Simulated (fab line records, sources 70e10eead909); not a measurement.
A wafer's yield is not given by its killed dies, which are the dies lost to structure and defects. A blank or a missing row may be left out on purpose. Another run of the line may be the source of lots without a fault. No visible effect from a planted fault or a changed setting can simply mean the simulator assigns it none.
Chamber matching + flow nand-harc + rie-diel-10 running NHARC_P_STI_ETCH_42: 4 sister chambers
The step etches the open film in N2/H2, target depth 80 nm, overetch 24 nm, time 61 s. 4 wafers are shown with their chamber, then 10 later ones without.

WAFERS PAIRED WITH THEIR CHAMBERS
| wafer  | chamber | showerhead-plenum-p-Torr (Torr) |
|--------|---------|---------------------------------|
| L086.5 | 0       | 2.04                            |
| L087.5 | 3       | 1.93                            |
| L089.1 | 1       | 1.99                            |
| L089.2 | 2       | 1.97                            |

WAFERS WITHOUT THEIR CHAMBER
| wafer  | showerhead-plenum-p-Torr (Torr) |
|--------|---------------------------------|
| L089.3 | 1.93                            |
| L094.2 | 1.99                            |
| L094.3 | 1.93                            |
| L094.6 | 2.00                            |
| L095.1 | 1.97                            |
| L095.2 | 1.99                            |
| L095.5 | 1.99                            |
| L096.2 | 2.04                            |
| L096.3 | 1.97                            |
| L096.6 | 2.00                            |

EACH ONE'S CHAMBER
| wafer  | from the rows above | in truth |
|--------|---------------------|----------|
| L089.3 | 3                   | 3        |
| L094.2 | 1                   | 1        |
| L094.3 | 3                   | 3        |
| L094.6 | 1                   | 1        |
| L095.1 | 2                   | 2        |
| L095.2 | 1                   | 1        |
| L095.5 | 1                   | 1        |
| L096.2 | 0                   | 0        |
| L096.3 | 2                   | 2        |
| L096.6 | 1                   | 1        |
Placed correctly: 10 of 10. Number that these rows cannot place: 0. 0 placed wrongly.
How it was worked out, from the rows above alone: a wafer's distance from a chamber is the root of the sum, over the readings, of the square of ((its reading less the chamber's mean) divided by the reading's scatter). The wafer belongs to the nearest chamber; if the next one is less than 2 further off, it can't be placed. The mean given for a chamber averages the wafers shown for that chamber. The scatter: with one shown wafer a chamber, the root of the mean of the squares of how far each hidden wafer lies from its nearest shown one.
